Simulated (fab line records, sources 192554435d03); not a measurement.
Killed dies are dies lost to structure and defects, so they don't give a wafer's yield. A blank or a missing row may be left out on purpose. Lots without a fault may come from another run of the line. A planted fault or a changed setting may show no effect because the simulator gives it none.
Chamber matching | flow n5_finfet | N5_BEOL_M0_SAQP_ETCH_84 on rie_diel-02: 4 sister chambers
The step etches SOC in N2/H2, target depth 100 nm, overetch 20 nm, time 150 s. 14 wafers are shown with their chamber, then 7 later ones without.

WAFERS WITH THEIR CHAMBER
wafer  | chamber | drypump_motor_current_A (A) | showerhead_plenum_p_Torr (Torr) | oes_product_au (a.u.)
L085.3 | 1       | 6.4                         | 2.44                            | 0.69
L085.4 | 2       | 5.6                         | 2.64                            | 0.67
L085.6 | 1       | 6.4                         | 2.44                            | 0.70
L086.2 | 3       | 6.0                         | 2.40                            | 0.66
L086.3 | 2       | 5.6                         | 2.63                            | 0.66
L086.5 | 3       | 6.0                         | 2.40                            | 0.66
L087.1 | 3       | 6.0                         | 2.40                            | 0.66
L087.2 | 2       | 5.6                         | 2.63                            | 0.66
L087.5 | 0       | 5.0                         | 2.61                            | 0.62
L088.1 | 0       | 5.0                         | 2.61                            | 0.62
L088.3 | 1       | 6.4                         | 2.43                            | 0.68
L088.6 | 3       | 6.0                         | 2.40                            | 0.66
L090.4 | 2       | 5.5                         | 2.63                            | 0.66
L090.5 | 1       | 6.4                         | 2.43                            | 0.69

SIGNATURES (means of the wafers above)
reading                  | chamber 0 | chamber 1 | chamber 2 | chamber 3 | scatter within a chamber
drypump_motor_current_A  | 5.000     | 6.400     | 5.575     | 6.000     | 0.0274
showerhead_plenum_p_Torr | 2.6100    | 2.4350    | 2.6325    | 2.4000    | 0.00418
oes_product_au           | 0.6200    | 0.6900    | 0.6625    | 0.6600    | 0.00524
Rule: a wafer's distance from a chamber is the root of the sum, over the readings, of the square of ((its reading less the chamber's mean) divided by the reading's scatter). The wafer belongs to the nearest chamber; if the next one is less than 2 further off, it can't be placed. The scatter: the root of (the sum of the squares of (reading less its chamber's mean) over the shown wafers, divided by (wafers less chambers)).

WAFERS WITHOUT THEIR CHAMBER
wafer  | drypump_motor_current_A (A) | showerhead_plenum_p_Torr (Torr) | oes_product_au (a.u.)
L090.6 | 5.0                         | 2.61                            | 0.62
L091.2 | 5.0                         | 2.61                            | 0.62
L091.4 | 5.6                         | 2.63                            | 0.66
L091.6 | 6.0                         | 2.40                            | 0.65
L096.1 | 6.0                         | 2.39                            | 0.65
L096.2 | 5.6                         | 2.63                            | 0.65
L096.4 | 6.0                         | 2.39                            | 0.65

WHICH CHAMBER EACH WENT THROUGH
wafer  | from the rows above | in truth
L090.6 | 0                   | 0
L091.2 | 0                   | 0
L091.4 | 2                   | 2
L091.6 | 3                   | 3
L096.1 | 3                   | 3
L096.2 | 2                   | 2
L096.4 | 3                   | 3
Placed correctly: 7 of 7. Can't be placed from these rows: 0. Placed wrongly: 0.
